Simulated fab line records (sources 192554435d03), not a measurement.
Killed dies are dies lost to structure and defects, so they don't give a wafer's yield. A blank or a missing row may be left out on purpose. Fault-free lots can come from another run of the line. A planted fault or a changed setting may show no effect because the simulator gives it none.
Matching of chambers | flow n5Finfet | 4 sister chambers for N5_HKMG_FIN_STRIP_57 on rieDiel-06
The step strips in CF4. 4 wafers are shown with their chamber, then 10 later ones without.

== WAFERS, EACH WITH ITS CHAMBER ==
wafer  | chamber | drypumpMotorCurrentA (A)
L089.4 | 1       | 5.61
L089.5 | 2       | 5.75
L090.2 | 3       | 5.26
L090.3 | 0       | 5.59

== WAFERS WHOSE CHAMBER IS MISSING ==
wafer  | drypumpMotorCurrentA (A)
L090.4 | 5.73
L092.4 | 5.59
L092.5 | 5.75
L092.6 | 5.58
L093.1 | 5.59
L093.2 | 5.74
L093.4 | 5.75
L094.1 | 5.59
L094.2 | 5.76
L094.3 | 5.26

== CHAMBER TAKEN BY EACH ==
wafer  | from the rows above | in truth
L090.4 | 2                   | 2
L092.4 | 0                   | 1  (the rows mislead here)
L092.5 | 2                   | 2
L092.6 | 0                   | 0
L093.1 | 0                   | 0
L093.2 | 2                   | 2
L093.4 | 2                   | 2
L094.1 | 0                   | 0
L094.2 | 2                   | 2
L094.3 | 3                   | 3
Correct placement for 9 of the 10. Left unplaced by these rows: 0. Number placed wrongly: 1.
How it was worked out, from the rows above alone: a wafer's distance from a chamber is the root of the sum, over the readings, of the square of ((its reading less the chamber's mean) divided by the reading's scatter). If the next closest chamber is less than 2 further off than the closest, the wafer can't be placed; otherwise it belongs to the closest. For every chamber, the mean is computed from those of its wafers that are shown. The scatter: root of mean squared gap, hidden wafer to nearest shown wafer, with one shown wafer a chamber.
